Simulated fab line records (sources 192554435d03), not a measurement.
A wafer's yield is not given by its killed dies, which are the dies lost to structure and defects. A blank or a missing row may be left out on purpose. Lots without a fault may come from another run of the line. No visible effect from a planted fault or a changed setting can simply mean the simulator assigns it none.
Split-lot study ; flow n5_finfet ; route with 1938 steps; 7 lots, 21 wafers read

== ON THE SPLIT ==
At N5_BEOL_M5_ILD_DEP_00 (deposits SiCOH lowk from DEMS/porogen, target thk 140.64 nm, time 25.9 s), the setting time_s was moved away from the recipe's 25.9 s on 6 of the 21 wafers read, by -13.1% to +5.4%. All remaining wafers had this setting at the recipe value.

== THE PATH FROM SPLIT TO READING: the file shows 1 step between them ==
- N5_BEOL_M5_CURE_79: cures SiCOH lowk, time 240 s

== THE READING ==
M5_ILD_THK at N5_BEOL_M5_THK_MEAS_01, in nm. Typical for fault-free wafers on this fab line: 121.0 nm, with standard deviation 1.8 nm.

wafer;tool, chamber at the split;time_s as run, s;against the recipe;M5_ILD_THK, nm;against lot-mates on the recipe
L074.1;pecvd-03, 0,2;25.9;recipe;120.0;-
L074.2;pecvd-03, 0,2;25.9;recipe;120.2;-
L074.4;pecvd-03, 1;25.9;recipe;123.4;-
L075.4;pecvd-04, 1;25.9;recipe;123.4;-
L075.5;pecvd-04, 0;25.9;recipe;123.6;-
L075.6;pecvd-04, 2;25.9;recipe;123.1;-
L078.1;pecvd-01, 1;25.9;recipe;119.5;-
L078.3;pecvd-01, 0;26.9;+3.9%;120.7;+1.2
L078.6;pecvd-01, 0;26.9;+3.9%;124.3;+4.8
L081.3;pecvd-01, 0;25.9;recipe;117.6;-
L081.4;pecvd-01, 0;25.9;recipe;119.1;-
L081.5;pecvd-01, 1;25.9;recipe;121.6;-
L089.2;pecvd-03, 0;27.31;+5.4%;126.5;+3.8
L089.5;pecvd-03, 0;25.9;recipe;122.7;-
L089.6;pecvd-03, 1;27.31;+5.4%;129.0;+6.3
L091.1;pecvd-03, 0;25.9;recipe;120.0;-
L091.3;pecvd-03, 1;25.9;recipe;121.7;-
L091.5;pecvd-03, 2;25.9;recipe;120.7;-
L090.1;pecvd-01, 2;22.51;-13.1%;103.7;-15.7
L090.2;pecvd-01, 1;22.51;-13.1%;105.5;-13.9
L090.4;pecvd-01, 2;25.9;recipe;119.4;-
When a row names more than one chamber, that row covers several wafers, and the file does not tell which wafer ran in which chamber.

THE FIT
A straight line over all 21 wafers: M5_ILD_THK changes by +1.19 nm for each +1% of time_s; r = +0.94; the points scatter about the line by 2 nm.
The same after taking each lot's own level away (the mean of its wafers on the recipe; 21 wafers): +1.07 nm for each +1%; r = +0.97; scatter 1.3 nm.
The reading moves by 14 nm for the largest change in time_s, on that fit.
Measured against the standard deviation above, the lots' own levels, which go from 119.40 to 123.37 nm, span 2.2 times it.
So the lot-to-lot level changes the slope: the two fits differ.
Check: -13.3 nm against its lot-mates is what the line predicts for one of the wafers moved furthest among these (-13.1%) when that wafer is left out of the fit. It came out at -15.7 nm against them.

== THE OTHER SPLITS THESE WAFERS WENT THROUGH ==
Note: prior to the reading, these wafers also went through further splits. Each is held against what the fit with the lots' levels taken away leaves over:
other split on the same wafers;wafers away from the commonest value;r with M5_ILD_THK (lot level and that fit taken away)
N5_BEOL_M2_COAT_73 temp_c;6;+0.04
N5_BEOL_M3_VIA_ETCH_34 time_s;10;-0.08
N5_BEOL_M3_TRENCH_ETCH_37 time_s;4;+0.34
N5_BEOL_M4_EXPOSE_08 dose_mj;6;+0.13

== THE WHOLE CHAIN: every reading that the file lists as answering this split, in the file's order ==
step;what it does;reading;change (the file's fit);r (the file's)
N5_BEOL_M5_ILD_DEP_00;deposits SiCOH lowk from DEMS/porogen, target thk 140.64 nm, time 25.9 s;SiCOH_lowk_of_BEOL_M5_ILD_DEP_00.thk_nm (the simulator's own value, which no gauge read);+1.26 nm for each +1% of the setting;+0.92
N5_BEOL_M5_CURE_79;cures SiCOH lowk, time 240 s;SiCOH_lowk_of_BEOL_M5_ILD_DEP_00.thk_nm (the simulator's own value, which no gauge read);+1.09 nm for each +1% of the setting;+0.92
N5_BEOL_M5_THK_MEAS_01;;M5_ILD_THK;+1.08 for each +1% of the setting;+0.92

== FILE'S OWN FIT ==
M5_ILD_THK changes by +1.08 nm for each +1% of time_s, r = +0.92.
